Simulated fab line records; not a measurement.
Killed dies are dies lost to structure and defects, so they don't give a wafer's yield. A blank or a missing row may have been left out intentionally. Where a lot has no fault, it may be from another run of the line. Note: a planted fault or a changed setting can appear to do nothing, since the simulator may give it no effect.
Chamber matching || flow n5-finfet || N5_BEOL_M10_ETCH_65 on rie-diel-04 has 4 sister chambers
The step etches SiARC in CF4, target depth 39 nm, time 65 s. 16 wafers are shown with their chamber, then 8 later ones without.

EACH WAFER AND ITS CHAMBER
{"wafer": "L076.1", "chamber": 2, "drypump-motor-current-A (A)": 5.6, "showerhead-plenum-p-Torr (Torr)": 2.09, "throttle-valve-pct (%)": 15.42}
{"wafer": "L076.3", "chamber": 0, "drypump-motor-current-A (A)": 6.7, "showerhead-plenum-p-Torr (Torr)": 2.22, "throttle-valve-pct (%)": 15.74}
{"wafer": "L076.5", "chamber": 0, "drypump-motor-current-A (A)": 6.7, "showerhead-plenum-p-Torr (Torr)": 2.21, "throttle-valve-pct (%)": 15.73}
{"wafer": "L078.1", "chamber": 3, "drypump-motor-current-A (A)": 6.2, "showerhead-plenum-p-Torr (Torr)": 2.07, "throttle-valve-pct (%)": 15.94}
{"wafer": "L078.3", "chamber": 2, "drypump-motor-current-A (A)": 5.7, "showerhead-plenum-p-Torr (Torr)": 2.08, "throttle-valve-pct (%)": 15.42}
{"wafer": "L078.6", "chamber": 0, "drypump-motor-current-A (A)": 6.7, "showerhead-plenum-p-Torr (Torr)": 2.21, "throttle-valve-pct (%)": 15.77}
{"wafer": "L080.1", "chamber": 1, "drypump-motor-current-A (A)": 5.8, "showerhead-plenum-p-Torr (Torr)": 2.19, "throttle-valve-pct (%)": 15.75}
{"wafer": "L080.3", "chamber": 0, "drypump-motor-current-A (A)": 6.7, "showerhead-plenum-p-Torr (Torr)": 2.21, "throttle-valve-pct (%)": 15.76}
{"wafer": "L080.5", "chamber": 3, "drypump-motor-current-A (A)": 6.2, "showerhead-plenum-p-Torr (Torr)": 2.07, "throttle-valve-pct (%)": 15.96}
{"wafer": "L082.1", "chamber": 1, "drypump-motor-current-A (A)": 5.9, "showerhead-plenum-p-Torr (Torr)": 2.19, "throttle-valve-pct (%)": 15.74}
{"wafer": "L082.2", "chamber": 3, "drypump-motor-current-A (A)": 6.2, "showerhead-plenum-p-Torr (Torr)": 2.06, "throttle-valve-pct (%)": 15.93}
{"wafer": "L082.3", "chamber": 0, "drypump-motor-current-A (A)": 6.7, "showerhead-plenum-p-Torr (Torr)": 2.21, "throttle-valve-pct (%)": 15.77}
{"wafer": "L085.3", "chamber": 0, "drypump-motor-current-A (A)": 6.7, "showerhead-plenum-p-Torr (Torr)": 2.21, "throttle-valve-pct (%)": 15.78}
{"wafer": "L085.4", "chamber": 3, "drypump-motor-current-A (A)": 6.2, "showerhead-plenum-p-Torr (Torr)": 2.06, "throttle-valve-pct (%)": 15.95}
{"wafer": "L085.6", "chamber": 1, "drypump-motor-current-A (A)": 5.9, "showerhead-plenum-p-Torr (Torr)": 2.19, "throttle-valve-pct (%)": 15.75}
{"wafer": "L088.1", "chamber": 2, "drypump-motor-current-A (A)": 5.7, "showerhead-plenum-p-Torr (Torr)": 2.07, "throttle-valve-pct (%)": 15.46}

SIGNATURES (means of the wafers above)
{"reading": "drypump-motor-current-A", "chamber 0": 6.700, "chamber 1": 5.867, "chamber 2": 5.667, "chamber 3": 6.200, "scatter within a chamber": 0.0333}
{"reading": "showerhead-plenum-p-Torr", "chamber 0": 2.2117, "chamber 1": 2.1900, "chamber 2": 2.0800, "chamber 3": 2.0650, "scatter within a chamber": 0.00565}
{"reading": "throttle-valve-pct", "chamber 0": 15.7583, "chamber 1": 15.7467, "chamber 2": 15.4333, "chamber 3": 15.9450, "scatter within a chamber": 0.0171}
Rule: a wafer lies at a distance from a chamber equal to the root of the sum of squares, over the readings, of (its reading less the chamber's mean, divided by the reading's scatter). The wafer belongs to the nearest chamber; if the next one is less than 2 further off, it can't be placed. How the scatter is found: for the shown wafers, subtract from each reading the mean of its chamber, square and add these, divide the total by (wafers less chambers), then take the root.

WAFERS WITH NO CHAMBER GIVEN
{"wafer": "L088.3", "drypump-motor-current-A (A)": 6.3, "showerhead-plenum-p-Torr (Torr)": 2.06, "throttle-valve-pct (%)": 15.95}
{"wafer": "L088.5", "drypump-motor-current-A (A)": 5.7, "showerhead-plenum-p-Torr (Torr)": 2.07, "throttle-valve-pct (%)": 15.46}
{"wafer": "L092.2", "drypump-motor-current-A (A)": 5.9, "showerhead-plenum-p-Torr (Torr)": 2.18, "throttle-valve-pct (%)": 15.80}
{"wafer": "L092.5", "drypump-motor-current-A (A)": 6.7, "showerhead-plenum-p-Torr (Torr)": 2.20, "throttle-valve-pct (%)": 15.80}
{"wafer": "L092.6", "drypump-motor-current-A (A)": 5.8, "showerhead-plenum-p-Torr (Torr)": 2.18, "throttle-valve-pct (%)": 15.79}
{"wafer": "L094.1", "drypump-motor-current-A (A)": 6.7, "showerhead-plenum-p-Torr (Torr)": 2.20, "throttle-valve-pct (%)": 15.83}
{"wafer": "L094.4", "drypump-motor-current-A (A)": 6.2, "showerhead-plenum-p-Torr (Torr)": 2.06, "throttle-valve-pct (%)": 16.00}
{"wafer": "L094.6", "drypump-motor-current-A (A)": 5.9, "showerhead-plenum-p-Torr (Torr)": 2.18, "throttle-valve-pct (%)": 15.80}

WHICH CHAMBER EACH WENT THROUGH
{"wafer": "L088.3", "from the rows above": 3, "in truth": 3}
{"wafer": "L088.5", "from the rows above": 2, "in truth": 2}
{"wafer": "L092.2", "from the rows above": 1, "in truth": 1}
{"wafer": "L092.5", "from the rows above": 0, "in truth": 0}
{"wafer": "L092.6", "from the rows above": 1, "in truth": 1}
{"wafer": "L094.1", "from the rows above": 0, "in truth": 0}
{"wafer": "L094.4", "from the rows above": 3, "in truth": 3}
{"wafer": "L094.6", "from the rows above": 1, "in truth": 1}
Correctly placed: 8 of 8. Can't be placed from these rows: 0. Wrongly placed: 0.
